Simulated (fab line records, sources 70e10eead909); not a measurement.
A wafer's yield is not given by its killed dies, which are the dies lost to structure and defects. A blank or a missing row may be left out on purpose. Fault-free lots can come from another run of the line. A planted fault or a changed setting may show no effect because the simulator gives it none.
Which tool was responsible? | flow nand_harc | 10 lots, 30 wafers sampled, at 7 steps of a route of 1302

== WHAT EACH GAUGE READ, for each wafer ==
NHARC_A_M0_CD_MEAS_09: target cd 80 nm. Usual: 79.7 nm for cd_nm, sd 0.9.
lot  | measured     | on        | cd_nm (nm)     | flag
L853 | day 23 10:35 | cd_sem-03 | 80.9 79.7 80.5 |
L854 | day 24 11:10 | cd_sem-03 | 79.1 79.1 79.2 |
L856 | day 24 22:07 | cd_sem-01 | 80.3 80.1 80.3 |
L855 | day 25 12:17 | cd_sem-01 | 79.0 78.7 79.3 |
L857 | day 26 08:04 | cd_sem-03 | 79.1 80.7 80.0 |
L863 | day 27 18:50 | cd_sem-02 | 85.6 84.1 80.7 | OFF
L873 | day 31 01:38 | cd_sem-01 | 80.2 81.1 80.8 |
L871 | day 31 01:58 | cd_sem-03 | 78.5 78.5 78.0 |
L872 | day 31 07:22 | cd_sem-02 | 81.1 80.7 81.0 |
L874 | day 32 18:43 | cd_sem-02 | 78.5 78.8 78.0 |

NHARC_A_M0_CD_MEAS_16. Usual: 79.7 nm for cd_nm, sd 0.97.
lot  | measured     | on        | cd_nm (nm)     | flag
L853 | day 23 11:04 | cd_sem-01 | 80.7 79.4 80.6 |
L854 | day 24 11:38 | cd_sem-03 | 79.6 79.6 79.4 |
L856 | day 24 22:36 | cd_sem-01 | 80.5 78.9 80.0 |
L855 | day 25 12:46 | cd_sem-03 | 79.5 80.1 79.7 |
L857 | day 26 08:34 | cd_sem-03 | 79.7 79.1 79.9 |
L863 | day 27 19:20 | cd_sem-01 | 84.3 83.1 79.4 |
L873 | day 31 02:08 | cd_sem-01 | 80.0 80.3 81.1 |
L871 | day 31 02:27 | cd_sem-02 | 78.8 79.7 78.2 |
L872 | day 31 07:51 | cd_sem-01 | 80.8 81.5 79.9 |
L874 | day 32 19:32 | cd_sem-03 | 78.5 79.7 78.1 |

NHARC_END_SORT_01. Usual: defect_limited_yield 91.4 %, standard deviation 2.7; killed_at_array 53, standard deviation 18; killed_at_other 1.0, standard deviation 1.2; killed_at_periphery 3.6, standard deviation 2.4; killed_dies 58, standard deviation 18; killed_open 3.4, standard deviation 1.8; killed_short 2.3, standard deviation 1.5; sort_bin_2_pct 3.1 %, standard deviation 1.2; sort_bin_3_pct 0.7 %, standard deviation 0.39; sort_bin_4_pct 4.8 %, standard deviation 1.6; sort_n_pass 619, standard deviation 18; sort_rim_yield_pct 88 %, standard deviation 4.1; sort_yield_pct 91.4 %, standard deviation 2.7.
lot  | measured     | on        | defect_limited_yield (%) | killed_at_array | killed_at_other | killed_at_periphery | killed_dies | killed_open | killed_short | sort_bin_2_pct (%) | sort_bin_3_pct (%) | sort_bin_4_pct (%) | sort_n_pass | sort_rim_yield_pct (%) | sort_yield_pct (%) | flag
L854 | day 26 13:32 | prober-01 | 94.2 95.0 94.7           | 35 29 32        | 0 1 0           | 4 4 4               | 39 34 36    | 6 4 8       | 1 1 1        | 1.2 2.1 1.5        | 0.9 0.4 0.6        | 3.7 2.5 3.2        | 638 643 641 | 87 89 90               | 94.2 95.0 94.7     |
L871 | day 32 21:48 | prober-02 | 93.8 91.7 91.9           | 41 54 51        | 0 1 2           | 1 1 2               | 42 56 55    | 3 5 7       | 0 1 1        | 2.4 2.8 1.5        | 0.3 1.2 0.9        | 3.5 4.3 5.8        | 635 621 622 | 89 80 84               | 93.8 91.7 91.9     |
L874 | day 34 12:29 | prober-01 | 92.6 90.5 90.8           | 47 64 57        | 0 0 0           | 3 0 5               | 50 64 62    | 1 3 7       | 1 1 1        | 3.1 2.7 2.7        | 1.0 1.2 0.9        | 3.2 5.6 5.6        | 627 613 615 | 84 82 84               | 92.6 90.5 90.8     |

== TOOL THAT RAN EACH LOT (tool first, then ch and the chambers of the sampled wafers, then the start) ==
lot  | NHARC_A_BLC_STRIP_29               | NHARC_A_BLC_STRIP_21               | NHARC_A_M0_PEB_07                 | NHARC_A_M0_ETCH_15
L853 | rie_diel-07 ch 0,1,2, day 23 07:49 | rie_diel-07 ch 0,1,3, day 23 07:55 | litho_track-06 ch 0, day 23 10:31 | rie_diel-01 ch 0,1, day 23 11:04 or earlier
L854 | rie_diel-07 ch 0,3, day 24 08:19   | rie_diel-07 ch 0,3, day 24 08:25   | litho_track-04 ch 0, day 24 11:05 | rie_diel-06 ch 0,2, day 24 11:38 or earlier
L856 | rie_diel-07 ch 0,1,3, day 24 19:19 | rie_diel-07 ch 0,1,2, day 24 19:26 | litho_track-06 ch 0, day 24 22:02 | rie_diel-06 ch 0,1,3, day 24 22:36 or earlier
L855 | rie_diel-07 ch 0,1,3, day 25 09:29 | rie_diel-07 ch 0,1,3, day 25 09:36 | litho_track-01 ch 0, day 25 12:11 | rie_diel-06 ch 0,1, day 25 12:46 or earlier
L857 | rie_diel-13 ch 0,1,2, day 26 05:25 | rie_diel-13 ch 0,2,3, day 26 05:31 | litho_track-06 ch 0, day 26 07:59 | rie_diel-01 ch 0,1,2, day 26 08:34 or earlier
L863 | rie_diel-04 ch 0,1, day 27 16:00   | rie_diel-04 ch 0,1, day 27 16:07   | litho_track-06 ch 0, day 27 18:45 | rie_diel-01 ch 0,1,3, day 27 19:20 or earlier
L873 | rie_diel-07 ch 0,1,3, day 30 22:51 | rie_diel-07 ch 1,3, day 30 22:57   | litho_track-01 ch 0, day 31 01:33 | rie_diel-10 ch 1,2,3, day 31 02:08 or earlier
L871 | rie_diel-13 ch 1,2,3, day 30 23:10 | rie_diel-13 ch 0,2,3, day 30 23:15 | litho_track-04 ch 0, day 31 01:53 | rie_diel-06 ch 0,1,2, day 31 02:27 or earlier
L872 | rie_diel-04 ch 0,1, day 31 04:32   | rie_diel-04 ch 2,3, day 31 04:39   | litho_track-06 ch 0, day 31 07:16 | rie_diel-06 ch 0,1,3, day 31 07:51 or earlier
L874 | rie_diel-04 ch 0,2,3, day 32 15:54 | rie_diel-04 ch 0,1,3, day 32 15:59 | litho_track-04 ch 0, day 32 18:37 | rie_diel-10 ch 0,2, day 32 19:32 or earlier
- NHARC_A_BLC_STRIP_29: strips in CF4.
- NHARC_A_BLC_STRIP_21: strips in O2.
- NHARC_A_M0_PEB_07: peb time 65 s.
- NHARC_A_M0_ETCH_15: etches the open film in C4F8/Ar, target depth 150 nm, overetch 15 nm, time 82.5 s.

== WHAT THE TOOLS THEMSELVES READ (means of the sampled wafers that have a number; where no wafer has one, the mark that the record gives instead) ==
NHARC_A_BLC_STRIP_29. Usual: cf4_flow_sccm 150.0 sccm, standard deviation 0.42; drypump_motor_current_A 5.7 A, standard deviation 0.52; oes_product_au 1.003 a.u., standard deviation 0.0087; rf_vpp_V 59.3 V, standard deviation 0.88; showerhead_plenum_p_Torr 1.75 Torr, standard deviation 0.07; throttle_valve_pct 13.283 %, standard deviation 0.0086.
lot  | tool        | cf4_flow_sccm (sccm) | drypump_motor_current_A (A) | oes_product_au (a.u.) | rf_vpp_V (V) | showerhead_plenum_p_Torr (Torr) | throttle_valve_pct (%) | flag
L853 | rie_diel-07 | 149.8                | 5.6                         | 1.007                 | 59.6         | 1.70                            | 13.274                 |
L854 | rie_diel-07 | 150.1                | 6.2                         | 0.998                 | 58.5         | 1.82                            | 13.280                 |
L856 | rie_diel-07 | 149.9                | 5.9                         | 0.995                 | 59.0         | 1.76                            | 13.287                 |
L855 | rie_diel-07 | 149.9                | 5.9                         | 0.993                 | 58.7         | 1.76                            | 13.278                 |
L857 | rie_diel-13 | 149.9                | 5.9                         | 1.003                 | 59.1         | 1.68                            | 13.285                 |
L863 | rie_diel-04 | 150.2                | 5.2                         | 1.012                 | 58.9         | 1.82                            | 13.282                 |
L873 | rie_diel-07 | 149.7                | 5.9                         | 1.014                 | 59.8         | 1.75                            | 13.288                 |
L871 | rie_diel-13 | 150.1                | 5.7                         | 0.994                 | 59.4         | 1.79                            | 13.286                 |
L872 | rie_diel-04 | 150.1                | 5.2                         | 1.007                 | 59.4         | 1.82                            | 13.279                 |
L874 | rie_diel-04 | 149.6                | 5.6                         | 1.010                 | 59.4         | 1.75                            | 13.291                 |

NHARC_A_BLC_STRIP_21. Usual: drypump_motor_current_A 5.8 A, standard deviation 0.51; oes_product_au 1.000 a.u., standard deviation 0.0089; rf_vpp_V 57.7 V, standard deviation 0.93; showerhead_plenum_p_Torr 3.50 Torr, standard deviation 0.14; throttle_valve_pct 17.037 %, standard deviation 0.009.
lot  | tool        | drypump_motor_current_A (A) | oes_product_au (a.u.) | rf_vpp_V (V) | showerhead_plenum_p_Torr (Torr) | throttle_valve_pct (%) | flag
L853 | rie_diel-07 | 5.9                         | 1.008                 | 58.5         | 3.51                            | 17.040                 |
L854 | rie_diel-07 | 6.3                         | 0.991                 | 56.5         | 3.63                            | 17.040                 |
L856 | rie_diel-07 | 5.6                         | 0.995                 | 57.3         | 3.39                            | 17.044                 |
L855 | rie_diel-07 | 6.0                         | 0.997                 | 58.0         | 3.51                            | 17.040                 |
L857 | rie_diel-13 | 5.7                         | 1.004                 | 57.3         | 3.48                            | 17.044                 |
L863 | rie_diel-04 | 5.4                         | 1.004                 | 58.5         | 3.62                            | 17.030                 |
L873 | rie_diel-07 | 5.7                         | 1.009                 | 58.2         | 3.50                            | 17.039                 |
L871 | rie_diel-13 | 5.6                         | 1.004                 | 57.5         | 3.46                            | 17.039                 |
L872 | rie_diel-04 | 6.2                         | 1.007                 | 57.1         | 3.42                            | 17.036                 |
L874 | rie_diel-04 | 5.7                         | 1.010                 | 57.8         | 3.54                            | 17.043                 |

NHARC_A_M0_PEB_07. Usual: 23.00 C for chill_plate_temp_C, sd 0.11.
lot  | tool           | chill_plate_temp_C (C) | flag
L853 | litho_track-06 | 22.95                  |
L854 | litho_track-04 | 22.94                  |
L856 | litho_track-06 | 23.05                  |
L855 | litho_track-01 | 22.98                  |
L857 | litho_track-06 | 22.96                  |
L863 | litho_track-06 | 22.99                  |
L873 | litho_track-01 | 23.15                  |
L871 | litho_track-04 | 22.91                  |
L872 | litho_track-06 | 22.98                  |
L874 | litho_track-04 | 23.09                  |

NHARC_A_M0_ETCH_15. Usual: oes_product_au 0.954 a.u., standard deviation 0.023; rf_vpp_V 440.5 V, standard deviation 2.2.
lot  | tool        | oes_product_au (a.u.) | rf_vpp_V (V) | flag
L853 | rie_diel-01 | 0.928                 | 441.8        |
L854 | rie_diel-06 | 0.969                 | 439.2        |
L856 | rie_diel-06 | 0.973                 | 442.7        |
L855 | rie_diel-06 | 0.971                 | 442.8        |
L857 | rie_diel-01 | 0.967                 | 440.8        |
L863 | rie_diel-01 | 0.924                 | 440.7        |
L873 | rie_diel-10 | 0.930                 | 440.3        |
L871 | rie_diel-06 | 0.949                 | 439.7        |
L872 | rie_diel-06 | 0.969                 | 442.1        |
L874 | rie_diel-10 | 0.970                 | 442.1        |

== THE ANSWER, worked out from the rows above alone ==
Rule: a lot counts as off when the mean over its wafers that have a number is more than 3 standard deviations away from the usual mean. A lot without any number at a reading at which 4 lots or more have one is off too. Where the step has rows for the other lots, those lots are counted as sound. First the gauges in route order, then the tools' own readings, where a lot's mean is used as printed above. At the first step where some lot is off, the reading lying furthest off is the one used; lots without a number count as furthest.
Off, at NHARC_A_M0_CD_MEAS_09 on cd_nm: L863.
If a tool, at a process step before that reading, ran all the lots that are off and no sound lot after the first of them, it fits. The gauges at NHARC_A_M0_CD_MEAS_09 are tried like those tools. No candidate that was tried fits.

== WHAT THE SIMULATOR HAD PUT IN ==
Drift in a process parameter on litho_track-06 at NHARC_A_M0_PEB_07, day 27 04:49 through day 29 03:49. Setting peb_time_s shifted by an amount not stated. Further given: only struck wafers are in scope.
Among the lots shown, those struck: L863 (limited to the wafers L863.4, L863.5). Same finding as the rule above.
